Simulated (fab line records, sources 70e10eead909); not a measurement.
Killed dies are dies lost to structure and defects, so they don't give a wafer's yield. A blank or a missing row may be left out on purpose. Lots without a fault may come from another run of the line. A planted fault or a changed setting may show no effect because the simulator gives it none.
Which tool did it? | flow nand_harc | 13 lots, 39 wafers sampled, at 2 steps of a route of 1302

WHAT THE GAUGES READ, wafer by wafer
NHARC_A_SLIT_CD_MEAS_21. Usual: cd_nm 289.6 nm, standard deviation 0.83.
lot  | measured     | on        | cd_nm (nm)        | flag
L532 | day 20 11:41 | cd_sem-03 | 289.5 289.9 289.4 |
L531 | day 20 18:12 | cd_sem-01 | 291.3 290.2 291.3 |
L535 | day 21 08:34 | cd_sem-01 | 288.3 288.1 288.7 |
L536 | day 21 11:33 | cd_sem-02 | 288.7 289.1 289.8 |
L537 | day 21 23:50 | cd_sem-01 | 289.4 289.6 289.9 |
L538 | day 22 18:43 | cd_sem-01 | 289.9 289.4 290.4 |
L541 | day 24 08:49 | cd_sem-01 | 289.1 289.2 288.3 |
L542 | day 24 08:56 | cd_sem-03 | 288.7 289.0 289.9 |
L544 | day 26 06:39 | cd_sem-02 | 290.3 290.7 291.0 |
L546 | day 26 13:31 | cd_sem-02 | 289.6 290.3 288.8 |
L548 | day 27 04:44 | cd_sem-03 | 289.4 290.3 289.6 |
L553 | day 28 20:53 | cd_sem-01 | 290.2 289.2 290.0 |
L554 | day 29 18:41 | cd_sem-01 | 289.6 290.2 290.6 |

WHICH TOOL RAN EACH LOT (tool, then ch and the chambers of the sampled wafers, then the start)
lot  | NHARC_A_SLIT_ETCH_29
L532 | rie_diel-07 ch 0,2, day 20 11:09
L531 | rie_diel-10 ch 0,2, day 20 17:40
L535 | rie_diel-10 ch 0,3, day 21 08:02
L536 | rie_diel-02 ch 0,1,3, day 21 11:01
L537 | rie_diel-07 ch 1,2,3, day 21 23:18
L538 | rie_diel-02 ch 0,2,3, day 22 18:10
L541 | rie_diel-07 ch 2,3, day 24 08:16
L542 | rie_diel-02 ch 0,2,3, day 24 08:24
L544 | rie_diel-02 ch 0,3, day 26 06:02
L546 | rie_diel-07 ch 2,3, day 26 12:59
L548 | rie_diel-07 ch 1,3, day 27 04:13
L553 | rie_diel-02 ch 1,2,3, day 28 20:20
L554 | rie_diel-02 ch 1,2, day 29 18:08
- NHARC_A_SLIT_ETCH_29: etches the open film in CF4/O2, target depth 100 nm, overetch 10 nm, time 55 s.

WHAT THE TOOLS THEMSELVES READ (means of the sampled wafers that have a number; where no wafer has one, the mark that the record gives instead)
NHARC_A_SLIT_ETCH_29. Usual: drypump_motor_current_A 5.7 A, standard deviation 0.41; oes_product_au 0.999 a.u., standard deviation 0.01; rf_vpp_V 197.8 V, standard deviation 1.4; showerhead_plenum_p_Torr 1.34 Torr, standard deviation 0.054; throttle_valve_pct 13.398 %, standard deviation 0.0097.
lot  | tool        | drypump_motor_current_A (A) | oes_product_au (a.u.) | rf_vpp_V (V) | showerhead_plenum_p_Torr (Torr) | throttle_valve_pct (%) | flag
L532 | rie_diel-07 | 5.7                         | 0.988                 | 199.1        | 1.40                            | 13.402                 |
L531 | rie_diel-10 | 5.1                         | 1.015                 | 198.4        | 1.35                            | 13.404                 |
L535 | rie_diel-10 | 5.7                         | 1.020                 | 196.7        | 1.25                            | 13.405                 |
L536 | rie_diel-02 | 5.6                         | 0.995                 | 197.7        | 1.32                            | 13.405                 |
L537 | rie_diel-07 | 5.9                         | 1.002                 | 198.7        | 1.38                            | 13.397                 |
L538 | rie_diel-02 | 5.7                         | 0.997                 | 197.5        | 1.34                            | 13.404                 |
L541 | rie_diel-07 | 6.0                         | 1.005                 | 197.7        | 1.32                            | 13.395                 |
L542 | rie_diel-02 | 5.7                         | 0.997                 | 197.6        | 1.34                            | 13.397                 |
L544 | rie_diel-02 | 5.9                         | 1.007                 | 198.0        | 1.35                            | 13.400                 |
L546 | rie_diel-07 | 6.0                         | 1.009                 | 197.4        | 1.32                            | 13.406                 |
L548 | rie_diel-07 | 6.1                         | 0.993                 | 197.2        | 1.32                            | 13.395                 |
L553 | rie_diel-02 | 5.5                         | 1.000                 | 198.2        | 1.33                            | 13.395                 |
L554 | rie_diel-02 | 5.2                         | 0.996                 | 197.5        | 1.32                            | 13.386                 |

THE ANSWER, worked out from the rows above alone
Rule: a lot is off if the mean of its wafers that have a number lies more than 3 standard deviations from the usual mean. A lot without any number at a reading at which 4 lots or more have one is off too. The other lots that the step has rows for count as sound. The gauges are gone through in route order, then the tools' own readings, and for those a lot's mean is taken as printed above. The first step at which some lot is off is used, and at that step the reading that is off furthest; a lot without a number counts as furthest.
No lot is off at any reading shown: from this, nothing can be told.

WHAT THE SIMULATOR HAD PUT IN
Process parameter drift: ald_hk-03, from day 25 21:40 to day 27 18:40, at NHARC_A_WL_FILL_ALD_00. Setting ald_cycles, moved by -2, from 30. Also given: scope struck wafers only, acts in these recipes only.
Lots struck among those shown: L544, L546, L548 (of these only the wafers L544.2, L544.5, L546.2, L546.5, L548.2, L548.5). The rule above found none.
